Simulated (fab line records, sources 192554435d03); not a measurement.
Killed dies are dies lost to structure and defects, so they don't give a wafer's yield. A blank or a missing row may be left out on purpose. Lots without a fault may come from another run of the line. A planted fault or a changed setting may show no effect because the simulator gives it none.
Problem report in the 8D (eight disciplines) form, filled by code | flow n5_finfet | the parts of the form that need people (team, actions taken, sign-off) are left out

1. THE PROBLEM
RS_NWELL at N5_BEOL_M4_RC_MEAS_101 reads a mean of 1296 ohm/sq on 9 wafers of 3 lots; wafers without a fault read 1037 ohm/sq with a standard deviation of 6.1. That is +43 standard deviations from the usual mean.
First seen on wafer L541.2, day 11 17:25, on prober-01. The record holds 29 wafers of 10 lots with a number at this step. Rule for "out", or "out of limits": more than 4 standard deviations from the usual mean. The other wafers with a number count as sound.

2. WHAT IT IS AND WHAT IT IS NOT
question                    | is                     | is not
which readings at this step | RS_NWELL               | DIBL_N, DIBL_P, ION_N, SS_N, SS_P, VT_N
which lots                  | L541, L543, L544       | L526, L527, L534, L539, L546, L547, L548
which wafers of those lots  | all that have a number | -
read on which gauges        | prober-01, prober-02   | -
when                        | from day 11 17:25      | up to then (11 sound wafers); but 9 sound wafers of L546, L547, L548 came after

3. SUSPECTS, AND WHAT RULES EACH OUT
Counting: a tool at a process step up to the reading stays a suspect if it ran every lot that is out and no sound lot after the first of them.
- the gauge at N5_BEOL_M4_RC_MEAS_101: ruled out. The wafers that are out were read on 2 gauges (prober-01, prober-02).
- implanter-02 at N5_WELL_APT_IMPLANT_14: kept. It ran every lot that is out, first L541 (day 5 09:12), and no sound lot after that; its last sound lot up to then is L539 (day 4 20:01). Its own readings are out on those wafers: dose_ions_cm2, faraday_current_uA.
Left after counting: implanter-02 at N5_WELL_APT_IMPLANT_14.

4. THE CAUSE (what the simulator had put in)
Process parameter drift: implanter-02, from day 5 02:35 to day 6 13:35, at N5_WELL_APT_IMPLANT_14. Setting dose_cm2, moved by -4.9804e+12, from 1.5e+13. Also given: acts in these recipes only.
Counting left only this tool.

5. THE CHAIN OF EFFECTS, in route order
Each row: a reading whose mean over the struck wafers that have a number lies more than 3 standard deviations from the usual. Only readings for which the record gives a usual standard deviation are gone through. hours: the time from each lot's start at the first step in this table that gives one to its start at this step, as a median over the lots. sigmas: the change in usual standard deviations.
hours | step                   | reading            | usual       | on struck wafers | change      | sigmas
0     | N5_WELL_APT_IMPLANT_14 | dose_ions_cm2      | 1.5002e+13  | 1.0011e+13       | -4.9911e+12 | -99 or more
0     | N5_WELL_APT_IMPLANT_14 | faraday_current_uA | 190         | 127              | -63         | -17
158   | N5_BEOL_M4_RC_MEAS_101 | RS_NWELL           | 1037 ohm/sq | 1296             | +259        | +43
The process steps in it:
- N5_WELL_APT_IMPLANT_14

6. WHAT WOULD HAVE CAUGHT IT SOONER
In this record the first reading out of limits at a measuring or inspecting step was taken at day 11 17:25, 159 hours after the fault began at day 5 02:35.
The tool's own readings at N5_WELL_APT_IMPLANT_14 were out on every struck wafer that the step has a row for (dose_ions_cm2, faraday_current_uA): an alarm limit on them would have fired on the first of those.
All the lots that are out (3) had begun N5_WELL_APT_IMPLANT_14 on implanter-02 by day 11 17:25. A hold on the tool at that time would have spared none of them.
